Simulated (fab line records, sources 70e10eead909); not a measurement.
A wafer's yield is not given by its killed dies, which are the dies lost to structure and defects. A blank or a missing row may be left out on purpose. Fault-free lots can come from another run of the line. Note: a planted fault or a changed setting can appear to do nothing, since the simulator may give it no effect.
Struck lot and sound lot, side by side | flow nand-harc | 13 steps out of a route of 1302
Sound: these wafers, L386.1, L386.2, L386.5. The struck wafers were L395.1, L395.3, L395.5. The cause is given at the end.
At each step with rows: each side's tool, then ch and its chambers, then its first start. Under that, the readings that differ: sound wafers | struck wafers | difference of the means | sigmas: that difference in standard deviations of wafers without a fault.
alike: a reading whose means differ by less than 2 such deviations, as well as words and numbers matching on both sides. not compared: withheld readings; readings where some wafer has no value; bounds like >300 that might hide an equal value; numbers whose values overlap and for which the record gives no deviation.
A row with sigmas, a row that says differs or no value, or rows on one side alone: a step with any of these is where the two part. When numbers do not overlap yet have no deviation, they are printed without sigmas and do not part them. Lack of a reading on every wafer of one side parts them only where that side has two or more wafers.

NHARC_A_STAIRCASE_STRIP_295: strips in O2.
  sound: rie-diel-03 ch 0,1; struck: rie-diel-01 ch 0,1
  alike: drypump-motor-current-A, oes-product-au, rf-vpp-V, showerhead-plenum-p-Torr, throttle-valve-pct
  not compared: rf-hours-counter-h
then, 3 steps without rows for these wafers: NHARC_A_STAIRCASE_STRIP_296 (strips in SPM, time 900 s); NHARC_A_STAIRCASE_PRECLEAN_297 (cleans in SC1); NHARC_A_STAIRCASE_SRD_298.
NHARC_A_STAIRCASE_HM_DEP_462: deposits aC, target thk 800 nm.
  sound on acl-dep-02 ch 0, day 17 21:14; struck on acl-dep-01 ch 0, day 21 05:00
  alike: throttle-valve-pct
NHARC_A_STAIRCASE_DEP_301: deposits SiON, target thk 30 nm.
  sound on pecvd-04 ch 0,1, day 17 23:05; struck on pecvd-02 ch 0,1,2, day 21 06:52
  alike: heater-power-w
then, 5 steps without rows for these wafers: NHARC_A_STAIRCASE_DEHYDRATE_302 (time 120 s); NHARC_A_STAIRCASE_HMDS_303 (time 30 s); NHARC_A_STAIRCASE_COAT_304; NHARC_A_STAIRCASE_SOFTBAKE_305 (time 170 s); NHARC_A_STAIRCASE_EBR_306.
NHARC_A_STAIRCASE_EXPOSE_307: exposes mask CHOP 50.
  sound on krf-scanner-03 ch 0, day 17 23:41; struck on krf-scanner-02 ch 0, day 21 07:20
  reading              | sound             | struck            | difference | sigmas
  exposure-dose-mJ-cm2 | 45.65 45.67 45.65 | 43.44 43.39 43.36 | -2.26      | -41
  alike: mask
then, 1 step without rows for these wafers: NHARC_A_STAIRCASE_PEB_308 (peb time 130 s).

## WHERE THEY PART
Only at NHARC_A_STAIRCASE_EXPOSE_307, as far as this record shows.

WHY: the cause the simulator had injected
Process parameter drift: krf-scanner-02, from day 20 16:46 on, at NHARC_A_STAIRCASE_EXPOSE_307. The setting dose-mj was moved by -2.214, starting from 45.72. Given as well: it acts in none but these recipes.
